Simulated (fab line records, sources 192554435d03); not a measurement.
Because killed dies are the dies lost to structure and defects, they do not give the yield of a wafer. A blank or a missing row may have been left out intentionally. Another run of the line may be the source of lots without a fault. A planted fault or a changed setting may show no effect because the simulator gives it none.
Which tool is to blame? | flow n5Finfet | 12 lots, 36 wafers sampled, at 5 steps of a route of 1938

## WHAT EACH GAUGE READ, for each wafer
N5_BEOL_M4_INSPECT_13: inspects for defects (brightfield).
lot  | measured     | on               | rawDefectCount
L075 | day 7 16:05  | defectInspect-02 | 337 501 337
L077 | day 8 15:14  | defectInspect-02 | 423 481 402
L078 | day 8 21:36  | defectInspect-01 | 461 419 359
L081 | day 9 10:05  | defectInspect-02 | 345 368 294
L083 | day 10 10:42 | defectInspect-02 | 404 455 298
L085 | day 10 20:02 | defectInspect-01 | 384 326 358
L087 | day 10 22:55 | defectInspect-01 | 444 705 392
L090 | day 11 15:24 | defectInspect-02 | 592 460 443
L091 | day 12 05:16 | defectInspect-01 | 440 475 357
L094 | day 12 14:58 | defectInspect-02 | 388 295 281
L095 | day 13 06:16 | defectInspect-01 | 386 426 374
L097 | day 13 17:02 | defectInspect-01 | 297 375 341

## TOOL THAT RAN EACH LOT (tool first, then ch and the chambers of the sampled wafers, then the start)
lot  | N5_BEOL_M3_SPUTTER_79       | N5_BEOL_M3_SPUTTER_86       | N5_BEOL_M3_CO_CAP_55            | N5_BEOL_M4_ILD_DEP_00
L075 | pvdSputter-02, day 7 11:44  | pvdSputter-02, day 7 12:11  | cvdCo-02 ch 0,1, day 7 14:10    | pecvd-04 ch 0,2, day 7 14:25
L077 | pvdSputter-02, day 8 07:45  | pvdSputter-02, day 8 08:11  | cvdCo-02 ch 1,2, day 8 12:47    | pecvd-01 ch 1,2, day 8 13:02
L078 | pvdSputter-03, day 8 17:39  | pvdSputter-03, day 8 18:05  | cvdCo-01 ch 0,1,2, day 8 20:04  | pecvd-01 ch 1,2, day 8 20:19
L081 | pvdSputter-03, day 9 06:24  | pvdSputter-03, day 9 06:50  | cvdCo-02 ch 0,1,2, day 9 08:49  | pecvd-04 ch 0,1, day 9 09:04
L083 | pvdSputter-01, day 10 06:08 | pvdSputter-01, day 10 06:35 | cvdCo-02 ch 0,1,2, day 10 08:39 | pecvd-01 ch 0,1,2, day 10 08:52
L085 | pvdSputter-03, day 10 15:31 | pvdSputter-03, day 10 15:57 | cvdCo-02 ch 0,1,2, day 10 17:55 | pecvd-04 ch 1,2, day 10 18:10
L087 | pvdSputter-01, day 10 19:11 | pvdSputter-01, day 10 19:38 | cvdCo-01 ch 0,1, day 10 21:36   | pecvd-02 ch 0,1,2, day 10 21:50
L090 | pvdSputter-02, day 11 10:40 | pvdSputter-02, day 11 11:07 | cvdCo-02 ch 0,1,2, day 11 13:04 | pecvd-01 ch 0,1, day 11 13:19
L091 | pvdSputter-03, day 11 23:02 | pvdSputter-03, day 11 23:28 | cvdCo-02 ch 1,2, day 12 01:49   | pecvd-02 ch 0,1,2, day 12 02:04
L094 | pvdSputter-01, day 12 08:22 | pvdSputter-01, day 12 08:48 | cvdCo-02 ch 0,1,2, day 12 10:47 | pecvd-04 ch 0,1, day 12 11:02
L095 | pvdSputter-02, day 13 02:38 | pvdSputter-02, day 13 03:05 | cvdCo-02 ch 0,1,2, day 13 05:03 | pecvd-02 ch 1,2, day 13 05:17
L097 | pvdSputter-02, day 13 13:03 | pvdSputter-02, day 13 13:29 | cvdCo-02 ch 0,2, day 13 15:27   | pecvd-04 ch 0,1,2, day 13 15:43
- N5_BEOL_M3_SPUTTER_79: material Cu, target thk 4.5 nm, time 8.29 s.
- N5_BEOL_M3_SPUTTER_86: material Cu, target thk 4.5 nm, time 8.29 s.
- N5_BEOL_M3_CO_CAP_55: material Co, precursor CCTBA/H2, target thk 2 nm, time 102.1 s.
- N5_BEOL_M4_ILD_DEP_00: deposits SiOC from DEMS/O2, target thk 79 nm, time 15.3 s.

## THE ANSWER, worked out from the rows above alone
Rule: what is usual is taken from the lots themselves. Put in order of their means at a reading, lots are off if they are a third of the lots or fewer, leave a main group of 4 or more, and stand apart from it by a gap of 3 or more times the standard deviation of the main group's means; of several such gaps the widest counts. A main group is skipped when, at the precision printed for the reading in the tables above, its means are all equal. Also off: a lot with no number at a reading for which 4 or more lots have one. Any other lot the step has rows for is counted as sound.
Across all readings shown, no lot is off: no conclusion can be drawn from this.

## WHAT THE SIMULATOR HAD INSERTED
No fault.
